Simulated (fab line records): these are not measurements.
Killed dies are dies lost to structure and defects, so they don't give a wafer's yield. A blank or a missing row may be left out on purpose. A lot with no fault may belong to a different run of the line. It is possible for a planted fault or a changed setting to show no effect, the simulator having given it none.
Comparing a struck lot with a sound one	flow n5Finfet	37 steps out of a route of 1938
Sound: the wafers L648.4, L648.5, L648.6. Wafers struck: L635.2, L635.3, L635.5. The cause is given at the end.
Each step with rows lists, per side, the tool, then ch with its chambers, then its first start. Under that, the readings that differ: sound wafers	struck wafers	difference of the means	sigmas: that difference in standard deviations of wafers without a fault.
alike: readings whose means differ by less than 2 such deviations, and words and numbers that are the same on both sides. not compared: withheld readings, readings that some wafer has no value for, bounds like >300 that may hide the same value, and numbers for which the record gives no deviation and whose values overlap.
A row with sigmas, a row that says differs or no value, or rows on one side alone: a step with any of these is where the two part. Numbers that have no deviation but don't overlap get no sigmas and don't part them. Lack of a reading on every wafer of one side parts them only where that side has two or more wafers.

first, 9 steps without rows for these wafers: N5_WELL_APT_COAT_02 (resist thk 950 nm); N5_WELL_APT_EBR_04; N5_WELL_APT_SOFTBAKE_03 (time 60 s); N5_WELL_APT_EXPOSE_05 (exposes mask NWELL, defocus 0 nm, target cd 200 nm); N5_WELL_APT_PEB_06 (peb time 90 s); N5_WELL_APT_DEVELOP_07 (develop time 45 s); N5_WELL_APT_HARDBAKE_12 (time 120 s); N5_WELL_APT_DESCUM_13 (chemistry O2, time 7.9 s); N5_WELL_APT_IMPLANT_14.
N5_WELL_APT_IMPLANT_15:
  sound on implanter-02 ch 0, day 6 02:19; struck on implanter-02 ch 0, day 2 20:16
reading	sound	struck	difference	sigmas
doseIonsCm2	1.4996e+13 1.4996e+13 1.4991e+13	9.375e+12 9.39e+12 9.38e+12	-5.613e+12	-99 or more
faradayCurrentUA	188 190 193	121 119 116	-72	-20
then, 25 steps without rows for these wafers: N5_WELL_APT_STRIP_16 (strips in SPM, time 900 s); N5_WELL_APT_HMDS_18 (time 60 s); N5_WELL_APT_COAT_19 (resist thk 950 nm); N5_WELL_APT_EBR_21; N5_WELL_APT_SOFTBAKE_20 (time 60 s); N5_WELL_APT_EXPOSE_22 (exposes mask PWELL, defocus 0 nm, target cd 200 nm); N5_WELL_APT_PEB_23 (peb time 90 s); N5_WELL_APT_DEVELOP_24 (develop time 45 s); N5_WELL_APT_HARDBAKE_29 (time 120 s); N5_WELL_APT_DESCUM_30 (chemistry O2, time 7.9 s); N5_WELL_APT_IMPLANT_31; N5_WELL_APT_IMPLANT_32; N5_WELL_APT_STRIP_33 (strips in SPM, time 900 s); N5_WELL_APT_RTA_34 (time 10 s); N5_WELL_APT_OXIDE_STRIP_42 (strips SiO2 in dHF, time 45 s, target depth 12 nm); N5_WELL_APT_PRECLEAN_36 (cleans in O3/DIW, time 45 s); N5_WELL_APT_PRECLEAN_39 (cleans in dHF, time 60 s); N5_WELL_APT_SRD_37 (time 30 s); N5_WELL_APT_EPI_41 (deposits Si from SiH4/H2, target thk 50 nm, time 297.7 s); N5_PMOS_HMC_CHANNEL_EPI_HM_DEP_34 (deposits SiO2 from TEOS/O2, target thk 36 nm, time 6.9 s); N5_PMOS_HMC_CHANNEL_EPI_COAT_31 (time 60 s, resist thk 66 nm); N5_PMOS_HMC_CHANNEL_EPI_COAT_03 (resist thk 205 nm); N5_PMOS_HMC_CHANNEL_EPI_EBR_05; N5_PMOS_HMC_CHANNEL_EPI_SOFTBAKE_04 (time 60 s); N5_PMOS_HMC_CHANNEL_EPI_EXPOSE_06 (exposes mask PMOS HMC BLK, target cd 240 nm).
-- a jump in the record: the struck wafers' starts before and after are 7 days apart (it breaks off in module PMOS_HMC_CHANNEL_EPI and resumes in module BEOL_M4, where the first step shown is number 1111 of the route) --
N5_BEOL_M4_RC_MEAS_101:
  sound on prober-01 ch 0, day 12 22:17; struck on prober-02 ch 0, day 9 23:25
reading	sound	struck	difference	sigmas
CJ_P	5.6 5.4 6.2	5.0 4.7 4.4	-1.0	-3
  alike: DIBL_N, DIBL_P, IOFF_N, IOFF_P, ION_N, ION_P, SS_N, SS_P, VT_N, VT_P
N5_PASSIVATION_PROBE_49:
  rows exist in the record for the sound wafers here (prober-02, day 17 04:04), none for the struck ones

## WHERE THEY PART
Earliest at N5_WELL_APT_IMPLANT_15; latest, in this record, at N5_PASSIVATION_PROBE_49.

WHY: what had been put in by the simulator
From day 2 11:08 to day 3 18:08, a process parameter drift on implanter-02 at N5_WELL_APT_IMPLANT_15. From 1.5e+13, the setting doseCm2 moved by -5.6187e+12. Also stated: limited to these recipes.
